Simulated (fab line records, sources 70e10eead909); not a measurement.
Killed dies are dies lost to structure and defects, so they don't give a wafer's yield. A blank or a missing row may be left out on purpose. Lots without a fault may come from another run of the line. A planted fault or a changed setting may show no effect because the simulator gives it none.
Which tool did it? | flow nand_harc | 24 lots, 72 wafers sampled, at 5 steps of a route of 1302

WHAT THE GAUGES READ, wafer by wafer
NHARC_A_STAIRCASE_INSPECT_155. Usual: raw_defect_count 444, standard deviation 130.
lot  | measured     | on                | raw_defect_count | flag
L074 | day 20 08:59 | defect_inspect-02 | 419 381 479      |
L075 | day 20 09:17 | defect_inspect-02 | 509 654 444      |
L076 | day 20 17:58 | defect_inspect-02 | 476 358 633      |
L077 | day 21 00:04 | defect_inspect-02 | 762 681 566      |
L078 | day 21 03:21 | defect_inspect-02 | 349 243 403      |
L080 | day 21 19:01 | defect_inspect-01 | 422 518 402      |
L079 | day 21 19:11 | defect_inspect-02 | 557 880 278      |
L081 | day 22 09:31 | defect_inspect-01 | 366 594 406      |
L082 | day 22 20:16 | defect_inspect-02 | 470 265 558      |
L083 | day 23 07:46 | defect_inspect-02 | 503 351 595      |
L084 | day 23 17:20 | defect_inspect-02 | 331 363 342      |
L086 | day 23 17:51 | defect_inspect-02 | 352 425 413      |
L085 | day 23 17:53 | defect_inspect-01 | 297 317 343      |
L087 | day 24 10:50 | defect_inspect-02 | 481 481 535      |
L088 | day 24 22:39 | defect_inspect-02 | 557 593 379      |
L089 | day 25 08:03 | defect_inspect-01 | 253 378 441      |
L091 | day 26 08:49 | defect_inspect-01 | 285 371 338      |
L090 | day 26 09:04 | defect_inspect-02 | 361 392 362      |
L094 | day 27 03:18 | defect_inspect-01 | 357 420 337      |
L093 | day 27 03:27 | defect_inspect-02 | 448 445 426      |
L092 | day 27 03:37 | defect_inspect-01 | 289 381 446      |
L095 | day 28 08:02 | defect_inspect-02 | 413 789 414      |
L096 | day 28 12:12 | defect_inspect-02 | 317 449 635      |
L097 | day 29 04:02 | defect_inspect-02 | 250 489 444      |

NHARC_A_SLIT_CD_MEAS_09: target cd 300 nm. Usual: cd_nm 300.0 nm, standard deviation 0.4.
lot  | measured     | on        | cd_nm (nm)        | flag
L074 | day 20 22:17 | cd_sem-02 | 299.6 299.8 299.7 |
L075 | day 20 22:08 | cd_sem-01 | 299.9 299.7 299.9 |
L076 | day 21 06:44 | cd_sem-03 | 300.6 300.1 300.3 |
L077 | day 21 15:19 | cd_sem-03 | 299.9 300.3 300.5 |
L078 | day 21 19:04 | cd_sem-01 | 300.3 300.0 299.8 |
L080 | day 22 07:52 | cd_sem-01 | 300.3 299.4 300.6 |
L079 | day 22 08:04 | cd_sem-02 | 300.0 299.9 300.0 |
L081 | day 22 21:50 | cd_sem-03 | 300.4 300.2 300.1 |
L082 | day 23 09:57 | cd_sem-03 | 300.3 300.3 300.0 |
L083 | day 23 20:18 | cd_sem-02 | 301.1 300.5 300.4 |
L084 | day 24 09:58 | cd_sem-02 | 300.7 300.0 300.4 |
L086 | day 24 09:13 | cd_sem-01 | 300.2 300.1 300.4 |
L085 | day 24 13:35 | cd_sem-02 | 299.5 300.1 300.1 |
L087 | day 25 01:58 | cd_sem-01 | 299.7 299.6 299.5 |
L088 | day 25 11:17 | cd_sem-01 | 300.2 299.7 300.2 |
L089 | day 25 20:27 | cd_sem-02 | 300.0 299.9 300.0 |
L091 | day 27 03:33 | cd_sem-02 | 300.3 301.0 300.4 |
L090 | day 27 02:08 | cd_sem-01 | 300.0 299.9 299.8 |
L094 | day 27 15:41 | cd_sem-03 | 300.8 300.5 300.8 |
L093 | day 27 16:05 | cd_sem-03 | 299.3 300.0 299.5 |
L092 | day 27 15:50 | cd_sem-02 | 300.2 299.7 300.3 |
L095 | day 28 20:10 | cd_sem-01 | 299.4 299.9 300.6 |
L096 | day 29 01:48 | cd_sem-03 | 300.0 299.7 300.1 |
L097 | day 29 16:20 | cd_sem-01 | 300.0 299.9 299.5 |

WHICH TOOL RAN EACH LOT (tool, then ch and the chambers of the sampled wafers, then the start)
lot  | NHARC_A_STAIRCASE_DESCUM_443       | NHARC_A_STAIRCASE_CMP_450     | NHARC_A_SGD_CUT_ETCH_58
L074 | rie_diel-05 ch 0,2,3, day 20 01:52 | cmp-03 ch 1,2,3, day 20 07:10 | rie_diel-12 ch 1,2,3, day 20 10:03
L075 | rie_diel-06 ch 0,1,2, day 20 01:55 | cmp-04 ch 0,1,2, day 20 07:28 | rie_diel-10 ch 0,2,3, day 20 10:21
L076 | rie_diel-06 ch 0,3, day 20 09:44   | cmp-03 ch 0,1,2, day 20 16:03 | rie_diel-10 ch 2,3, day 20 19:01
L077 | rie_diel-05 ch 2,3, day 20 15:58   | cmp-03 ch 0,1,2, day 20 22:16 | rie_diel-01 ch 0,1,2, day 21 01:08
L078 | rie_diel-06 ch 0,1,3, day 20 20:16 | cmp-04 ch 0,1,3, day 21 01:34 | rie_diel-12 ch 0,1,3, day 21 04:25
L080 | rie_diel-05 ch 1,2, day 21 11:40   | cmp-01 ch 0,3, day 21 16:59   | rie_diel-12 ch 0,1,2, day 21 20:09
L079 | rie_diel-03 ch 0,1,2, day 21 12:05 | cmp-03 ch 0,3, day 21 17:20   | rie_diel-12 ch 0,1,2, day 21 20:11
L081 | rie_diel-05 ch 1,3, day 22 02:11   | cmp-04 ch 1,2, day 22 07:26   | rie_diel-10 ch 0,1,2, day 22 10:35
L082 | rie_diel-06 ch 1,2, day 22 12:15   | cmp-04 ch 1,3, day 22 18:29   | rie_diel-10 ch 0,3, day 22 21:20
L083 | rie_diel-05 ch 0,2, day 23 00:44   | cmp-04 ch 0,2,3, day 23 06:00 | rie_diel-10 ch 0,1,2, day 23 08:50
L084 | rie_diel-03 ch 0,2,3, day 23 10:11 | cmp-03 ch 0,3, day 23 15:31   | rie_diel-01 ch 1,3, day 23 18:17
L086 | rie_diel-05 ch 0,2,3, day 23 10:23 | cmp-04 ch 2,3, day 23 15:55   | rie_diel-01 ch 1,2, day 23 18:50
L085 | rie_diel-06 ch 0,2, day 23 10:32   | cmp-01 ch 1,2,3, day 23 15:56 | rie_diel-12 ch 0,3, day 23 18:51
L087 | rie_diel-03 ch 2,3, day 24 02:48   | cmp-01 ch 0,1,3, day 24 09:04 | rie_diel-10 ch 0,2, day 24 11:55
L088 | rie_diel-05 ch 0,1,2, day 24 15:32 | cmp-01 ch 0,2,3, day 24 20:52 | rie_diel-12 ch 0,1,2, day 24 23:35
L089 | rie_diel-03 ch 0,1,2, day 24 23:52 | cmp-01 ch 0,2,3, day 25 06:17 | rie_diel-10 ch 1,2, day 25 08:59
L091 | rie_diel-03 ch 0,1,2, day 26 01:37 | cmp-03 ch 0,1,3, day 26 06:53 | rie_diel-12 ch 0,1,3, day 26 09:55
L090 | rie_diel-05 ch 0,1, day 26 01:47   | cmp-04 ch 0,1, day 26 07:14   | rie_diel-10 ch 0,1,2, day 26 10:10
L094 | rie_diel-06 ch 0,1,2, day 26 20:04 | cmp-04 ch 0,1,2, day 27 01:22 | rie_diel-10 ch 2,3, day 27 04:22
L093 | rie_diel-05 ch 0,1,2, day 26 20:14 | cmp-01 ch 2,3, day 27 01:32   | rie_diel-01 ch 1,3, day 27 04:32
L092 | rie_diel-03 ch 0,1,2, day 26 20:27 | cmp-01 ch 0,1,3, day 27 01:43 | rie_diel-01 ch 0,1,3, day 27 04:50
L095 | rie_diel-05 ch 1,3, day 27 23:54   | cmp-01 ch 0,2,3, day 28 06:16 | rie_diel-10 ch 1,2,3, day 28 09:06
L096 | rie_diel-03 ch 1,3, day 28 05:04   | cmp-01 ch 0,2,3, day 28 10:21 | rie_diel-10 ch 0,2,3, day 28 13:08
L097 | rie_diel-03 ch 0,1, day 28 20:02   | cmp-01 ch 1,2, day 29 02:15   | rie_diel-12 ch 0,2, day 29 05:07
- NHARC_A_STAIRCASE_DESCUM_443: chemistry O2, time 3 s.
- NHARC_A_STAIRCASE_CMP_450: polishes SiO2, target thk 200 nm.
- NHARC_A_SGD_CUT_ETCH_58: etches the open film in CF4, target depth 39 nm, time 65 s.

WHAT THE TOOLS THEMSELVES READ (means of the sampled wafers that have a number; where no wafer has one, the mark that the record gives instead)
NHARC_A_STAIRCASE_DESCUM_443. Usual: chamber_pressure_mTorr 60.01 mTorr, standard deviation 0.049; drypump_motor_current_A 5.8 A, standard deviation 0.47; oes_product_au 1.000 a.u., standard deviation 0.0085; rf_vpp_V 57.7 V, standard deviation 0.99; showerhead_plenum_p_Torr 1.89 Torr, standard deviation 0.11; throttle_valve_pct 11.310 %, standard deviation 0.0095.
lot  | tool        | chamber_pressure_mTorr (mTorr) | drypump_motor_current_A (A) | oes_product_au (a.u.) | rf_vpp_V (V) | showerhead_plenum_p_Torr (Torr) | throttle_valve_pct (%) | flag
L074 | rie_diel-05 | 60.00                          | 6.1                         | 1.009                 | 57.6         | 1.88                            | 11.318                 |
L075 | rie_diel-06 | 59.99                          | 6.0                         | 0.998                 | 57.6         | 1.88                            | 11.313                 |
L076 | rie_diel-06 | 60.03                          | 5.7                         | 0.997                 | 58.0         | 1.82                            | 11.323                 |
L077 | rie_diel-05 | 60.05                          | 6.4                         | 1.008                 | 56.7         | 1.78                            | 11.304                 |
L078 | rie_diel-06 | 60.03                          | 5.9                         | 1.002                 | 57.4         | 1.82                            | 11.303                 |
L080 | rie_diel-05 | 59.96                          | 5.5                         | 0.996                 | 58.6         | 1.96                            | 11.312                 |
L079 | rie_diel-03 | 60.03                          | 5.7                         | 0.993                 | 57.3         | 1.86                            | 11.310                 |
L081 | rie_diel-05 | 59.99                          | 5.9                         | 1.001                 | 57.4         | 1.87                            | 11.307                 |
L082 | rie_diel-06 | 60.00                          | 6.0                         | 0.995                 | 58.0         | 1.91                            | 11.311                 |
L083 | rie_diel-05 | 59.97                          | 6.1                         | 1.003                 | 56.0         | 1.86                            | 11.312                 |
L084 | rie_diel-03 | 60.07                          | 5.8                         | 1.008                 | 56.6         | 1.85                            | 11.309                 |
L086 | rie_diel-05 | 59.99                          | 6.0                         | 1.004                 | 57.0         | 1.86                            | 11.302                 |
L085 | rie_diel-06 | 59.96                          | 5.8                         | 0.994                 | 58.1         | 1.91                            | 11.313                 |
L087 | rie_diel-03 | 60.01                          | 5.9                         | 0.990                 | 57.8         | 1.84                            | 11.309                 |
L088 | rie_diel-05 | 60.05                          | 5.6                         | 1.000                 | 59.0         | 1.95                            | 11.307                 |
L089 | rie_diel-03 | 60.00                          | 5.8                         | 0.992                 | 58.0         | 1.85                            | 11.313                 |
L091 | rie_diel-03 | 60.01                          | 5.7                         | 0.996                 | 58.4         | 1.85                            | 11.307                 |
L090 | rie_diel-05 | 59.95                          | 5.3                         | 0.999                 | 58.4         | 2.05                            | 11.303                 |
L094 | rie_diel-06 | 60.03                          | 6.0                         | 1.002                 | 57.7         | 1.86                            | 11.317                 |
L093 | rie_diel-05 | 60.03                          | 5.6                         | 0.996                 | 58.6         | 2.05                            | 11.314                 |
L092 | rie_diel-03 | 59.98                          | 5.8                         | 1.002                 | 56.5         | 1.84                            | 11.304                 |
L095 | rie_diel-05 | 60.00                          | 5.4                         | 1.003                 | 58.2         | 2.04                            | 11.303                 |
L096 | rie_diel-03 | 60.01                          | 5.5                         | 1.007                 | 57.2         | 1.89                            | 11.319                 |
L097 | rie_diel-03 | 60.03                          | 5.5                         | 0.996                 | 56.3         | 1.87                            | 11.310                 |

NHARC_A_STAIRCASE_CMP_450. Usual: motor_current_A 12.0 A, standard deviation 0.99.
lot  | tool   | motor_current_A (A) | flag
L074 | cmp-03 | 11.2                |
L075 | cmp-04 | 11.7                |
L076 | cmp-03 | 12.1                |
L077 | cmp-03 | 11.5                |
L078 | cmp-04 | 11.3                |
L080 | cmp-01 | 12.4                |
L079 | cmp-03 | 11.5                |
L081 | cmp-04 | 11.5                |
L082 | cmp-04 | 11.0                |
L083 | cmp-04 | 11.5                |
L084 | cmp-03 | 11.6                |
L086 | cmp-04 | 11.6                |
L085 | cmp-01 | 13.0                |
L087 | cmp-01 | 12.2                |
L088 | cmp-01 | 12.3                |
L089 | cmp-01 | 13.0                |
L091 | cmp-03 | 12.0                |
L090 | cmp-04 | 11.7                |
L094 | cmp-04 | 11.6                |
L093 | cmp-01 | 13.1                |
L092 | cmp-01 | 12.4                |
L095 | cmp-01 | 12.2                |
L096 | cmp-01 | 12.9                |
L097 | cmp-01 | 12.8                |

NHARC_A_SGD_CUT_ETCH_58. Usual: chamber_pressure_mTorr 50.00 mTorr, standard deviation 0.044; drypump_motor_current_A 5.9 A, standard deviation 0.48; oes_product_au 0.998 a.u., standard deviation 0.0082; rf_vpp_V 151.5 V, standard deviation 1.2; showerhead_plenum_p_Torr 1.79 Torr, standard deviation 0.061; throttle_valve_pct 13.282 %, standard deviation 0.0089.
lot  | tool        | chamber_pressure_mTorr (mTorr) | drypump_motor_current_A (A) | oes_product_au (a.u.) | rf_vpp_V (V) | showerhead_plenum_p_Torr (Torr) | throttle_valve_pct (%) | flag
L074 | rie_diel-12 | 50.03                          | 5.4                         | 0.985                 | 151.4        | 1.80                            | 13.286                 |
L075 | rie_diel-10 | 50.01                          | 6.2                         | 0.996                 | 151.5        | 1.76                            | 13.290                 |
L076 | rie_diel-10 | 49.97                          | 6.3                         | 1.010                 | 151.3        | 1.76                            | 13.279                 |
L077 | rie_diel-01 | 50.00                          | 5.8                         | 0.998                 | 149.9        | 1.73                            | 13.286                 |
L078 | rie_diel-12 | 50.00                          | 5.7                         | 0.994                 | 152.4        | 1.83                            | 13.282                 |
L080 | rie_diel-12 | 49.96                          | 5.4                         | 0.999                 | 151.8        | 1.80                            | 13.282                 |
L079 | rie_diel-12 | 49.99                          | 5.4                         | 0.998                 | 151.0        | 1.80                            | 13.280                 |
L081 | rie_diel-10 | 50.02                          | 5.9                         | 1.005                 | 152.6        | 1.80                            | 13.280                 |
L082 | rie_diel-10 | 50.02                          | 6.4                         | 0.996                 | 151.1        | 1.74                            | 13.285                 |
L083 | rie_diel-10 | 50.01                          | 5.8                         | 1.001                 | 151.2        | 1.80                            | 13.280                 |
L084 | rie_diel-01 | 49.98                          | 6.5                         | 0.992                 | 151.3        | 1.78                            | 13.286                 |
L086 | rie_diel-01 | 50.00                          | 6.0                         | 1.000                 | 150.1        | 1.68                            | 13.281                 |
L085 | rie_diel-12 | 50.02                          | 5.9                         | 0.992                 | 151.8        | 1.85                            | 13.277                 |
L087 | rie_diel-10 | 49.99                          | 6.0                         | 1.006                 | 152.1        | 1.77                            | 13.278                 |
L088 | rie_diel-12 | 49.99                          | 5.5                         | 0.999                 | 151.6        | 1.80                            | 13.285                 |
L089 | rie_diel-10 | 50.02                          | 6.0                         | 1.001                 | 153.2        | 1.81                            | 13.287                 |
L091 | rie_diel-12 | 49.95                          | 5.7                         | 0.992                 | 151.4        | 1.83                            | 13.282                 |
L090 | rie_diel-10 | 49.98                          | 5.9                         | 1.007                 | 151.6        | 1.80                            | 13.284                 |
L094 | rie_diel-10 | 49.97                          | 6.5                         | 1.004                 | 151.1        | 1.75                            | 13.273                 |
L093 | rie_diel-01 | 49.99                          | 6.5                         | 0.997                 | 151.1        | 1.78                            | 13.285                 |
L092 | rie_diel-01 | 49.99                          | 6.1                         | 1.004                 | 151.4        | 1.80                            | 13.277                 |
L095 | rie_diel-10 | 50.01                          | 6.2                         | 1.000                 | 151.8        | 1.79                            | 13.279                 |
L096 | rie_diel-10 | 49.97                          | 6.2                         | 1.002                 | 150.6        | 1.75                            | 13.280                 |
L097 | rie_diel-12 | 49.97                          | 5.5                         | 0.994                 | 151.2        | 1.79                            | 13.287                 |

THE ANSWER, worked out from the rows above alone
Rule: a lot is off if the mean of its wafers that have a number lies more than 3 standard deviations from the usual mean. A lot without any number at a reading at which 4 lots or more have one is off too. The other lots that the step has rows for count as sound. The gauges are gone through in route order, then the tools' own readings, and for those a lot's mean is taken as printed above. The first step at which some lot is off is used, and at that step the reading that is off furthest; a lot without a number counts as furthest.
No lot is off at any reading shown: from this, nothing can be told.

WHAT THE SIMULATOR HAD PUT IN
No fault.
